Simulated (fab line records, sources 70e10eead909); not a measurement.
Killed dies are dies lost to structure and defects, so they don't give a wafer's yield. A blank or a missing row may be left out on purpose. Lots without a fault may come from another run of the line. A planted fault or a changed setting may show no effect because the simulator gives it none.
Chamber matching | flow nand_harc | NHARC_P_M1_STRIP_18 on rie_diel-09: 4 sister chambers
The step strips in N2/H2. 16 wafers are shown with their chamber, then 8 later ones without.

WAFERS WITH THEIR CHAMBER
wafer  | chamber | drypump_motor_current_A (A) | throttle_valve_pct (%) | oes_product_au (a.u.)
L074.1 | 1       | 5.9                         | 14.156                 | 1.009
L074.5 | 1       | 5.8                         | 14.173                 | 0.998
L074.6 | 0       | 6.1                         | 14.174                 | 0.999
L078.3 | 3       | 5.9                         | 14.173                 | 1.011
L078.4 | 2       | 5.8                         | 14.178                 | 1.011
L078.5 | 2       | 5.8                         | 14.174                 | 1.013
L078.1 | 1       | 5.8                         | 14.163                 | 0.993
L078.2 | 0       | 6.1                         | 14.171                 | 1.001
L078.6 | 3       | 5.9                         | 14.176                 | 1.005
L085.2 | 1       | 5.9                         | 14.170                 | 1.005
L085.4 | 2       | 5.8                         | 14.182                 | 1.017
L085.6 | 2       | 5.8                         | 14.182                 | 1.021
L089.3 | 0       | 6.1                         | 14.162                 | 1.009
L089.4 | 2       | 5.8                         | 14.170                 | 1.011
L089.6 | 0       | 6.1                         | 14.166                 | 1.006
L092.1 | 0       | 6.1                         | 14.169                 | 1.012

SIGNATURES (means of the wafers above)
reading                 | chamber 0 | chamber 1 | chamber 2 | chamber 3 | scatter within a chamber
drypump_motor_current_A | 6.100     | 5.850     | 5.800     | 5.900     | 0.0289
throttle_valve_pct      | 14.16840  | 14.16550  | 14.17720  | 14.17450  | 0.00556
oes_product_au          | 1.00540   | 1.00125   | 1.01460   | 1.00800   | 0.0055
Rule: a wafer's distance from a chamber is the root of the sum, over the readings, of the square of ((its reading less the chamber's mean) divided by the reading's scatter). The wafer belongs to the nearest chamber; if the next one is less than 2 further off, it can't be placed. The scatter: the root of (the sum of the squares of (reading less its chamber's mean) over the shown wafers, divided by (wafers less chambers)).

WAFERS WITHOUT THEIR CHAMBER
wafer  | drypump_motor_current_A (A) | throttle_valve_pct (%) | oes_product_au (a.u.)
L092.5 | 6.1                         | 14.163                 | 1.000
L092.6 | 5.9                         | 14.177                 | 1.006
L094.2 | 5.9                         | 14.167                 | 0.997
L094.3 | 6.1                         | 14.186                 | 1.003
L094.6 | 5.8                         | 14.176                 | 0.984
L096.3 | 6.1                         | 14.176                 | 1.005
L096.4 | 5.9                         | 14.163                 | 1.012
L096.6 | 5.9                         | 14.178                 | 0.997

WHICH CHAMBER EACH WENT THROUGH
wafer  | from the rows above          | in truth
L092.5 | 0                            | 0
L092.6 | 3                            | 3
L094.2 | can't be placed: 1 or 3      | 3
L094.3 | 0                            | 0
L094.6 | can't be placed: 1 or 2 or 3 | 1
L096.3 | 0                            | 0
L096.4 | can't be placed: 3 or 1      | 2
L096.6 | can't be placed: 3 or 1      | 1
Placed correctly: 4 of 8. Can't be placed from these rows: 4 (the true chamber is among the candidates in 3). Placed wrongly: 0.
